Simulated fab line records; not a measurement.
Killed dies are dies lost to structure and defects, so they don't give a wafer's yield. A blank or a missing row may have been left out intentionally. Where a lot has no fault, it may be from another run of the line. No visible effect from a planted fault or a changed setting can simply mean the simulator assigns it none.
Comparing a struck lot with a sound one + flow nand_harc + 14 steps out of a route of 1159
Sound: these wafers, L395.1, L395.3, L395.4. The struck wafers were L403.1, L403.5, L403.6. Last of all comes the cause.
Each step with rows lists, per side, the tool, then ch with its chambers, then its first start. Under that, the readings that differ: sound wafers + struck wafers + difference of the means + sigmas: that difference in standard deviations of wafers without a fault.
alike: readings with means less than 2 such deviations apart, plus words and numbers identical on both sides. not compared: withheld readings, readings lacking a value on some wafer, bounds such as >300 that could conceal the same value, and numbers that have no deviation in the record and whose values overlap.
A row with sigmas, a row that says differs or no value, or rows on one side alone: a step with any of these is where the two part. Non-overlapping numbers with no deviation appear without sigmas and do not part them. Lack of a reading on every wafer of one side parts them only where that side has two or more wafers.

first, 7 steps without rows for these wafers: NHARC_A_ZERO_WELL_COAT_18 (time 65 s); NHARC_A_ZERO_WELL_COAT_04 (resist thk 600 nm); NHARC_A_ZERO_WELL_SOFTBAKE_05 (time 70 s); NHARC_A_ZERO_WELL_EBR_06; NHARC_A_ZERO_WELL_EXPOSE_07 (exposes mask A ZERO); NHARC_A_ZERO_WELL_PEB_08 (peb time 80 s); NHARC_A_ZERO_WELL_DEVELOP_09 (time 50 s).
NHARC_A_ZERO_WELL_CD_MEAS_10: target cd 2000 nm.
  sound on cd_sem-02 ch 0, day 6 11:48; struck on cd_sem-03 ch 0, day 8 14:55
  alike: cd_nm
then, 1 step without rows for these wafers: NHARC_A_ZERO_WELL_HARDBAKE_11 (time 65 s).
NHARC_A_ZERO_WELL_DESCUM_12: chemistry O2, time 3 s.
  sound on rie_diel-06 ch 0,2,3, day 6 11:58; struck on rie_diel-08 ch 2,3, day 8 15:04
  alike: drypump_motor_current_A, oes_product_au, rf_vpp_V, showerhead_plenum_p_Torr, throttle_valve_pct
  not compared: rf_hours_counter_h
NHARC_A_ZERO_WELL_ETCH_19: etches the open film in N2/H2, target depth 80 nm, overetch 24 nm, time 87.88 s.
  sound on rie_diel-06 ch 1,2,3, day 6 12:03; struck on rie_diel-08 ch 0,1,3, day 8 15:10
| reading                         | sound             | struck            | difference | sigmas |
|---------------------------------|-------------------|-------------------|------------|--------|
| oes_product_au (a.u.)           | 0.990 0.997 0.982 | 1.009 1.013 1.015 | +0.023     | +3     |
| showerhead_plenum_p_Torr (Torr) | 2.14 2.02 2.12    | 1.92 1.92 1.89    | -0.18      | -2     |
  alike: drypump_motor_current_A, rf_vpp_V, throttle_valve_pct
  not compared: rf_hours_counter_h
NHARC_A_ZERO_WELL_ETCH_13: etches the open film in HBr/Cl2, target depth 120 nm, time 40.1 s.
  sound on rie_si-04 ch 0,1,2, day 6 12:10; struck on rie_si-01 ch 2,3, day 8 15:17
  alike: drypump_motor_current_A, oes_product_au, throttle_valve_pct
  not compared: rf_hours_counter_h
NHARC_A_ZERO_WELL_STRIP_14: strips in SPM, time 900 s.
  sound on wet_bench-03 ch 0,1,4, day 6 12:19; struck on wet_bench-03 ch 1,3,4, day 8 15:26
  no value came back on the struck wafers for bath_guard_temp_C (C), bath_heat_duty_pct (%); on the sound wafers bath_guard_temp_C (C) reads 129.1 130.3 129.4
-- record jumps: 12 days between struck wafers' starts before vs after; left off in module A_ZERO_WELL, resumes in module END, first step shown is number 1159 of the route --
NHARC_END_SORT_01:
  sound on prober-01 ch 0, day 19 15:03; struck on prober-01 ch 0, day 21 02:19
  alike: killed_at_array, killed_at_other, killed_at_periphery, killed_dies, killed_open, killed_short

## WHERE THEY PART
Last at NHARC_A_ZERO_WELL_STRIP_14 as far as this record goes, first at NHARC_A_ZERO_WELL_ETCH_19. Later steps at which nothing parts them and some readings are alike: NHARC_END_SORT_01.

WHY: the cause the simulator had injected
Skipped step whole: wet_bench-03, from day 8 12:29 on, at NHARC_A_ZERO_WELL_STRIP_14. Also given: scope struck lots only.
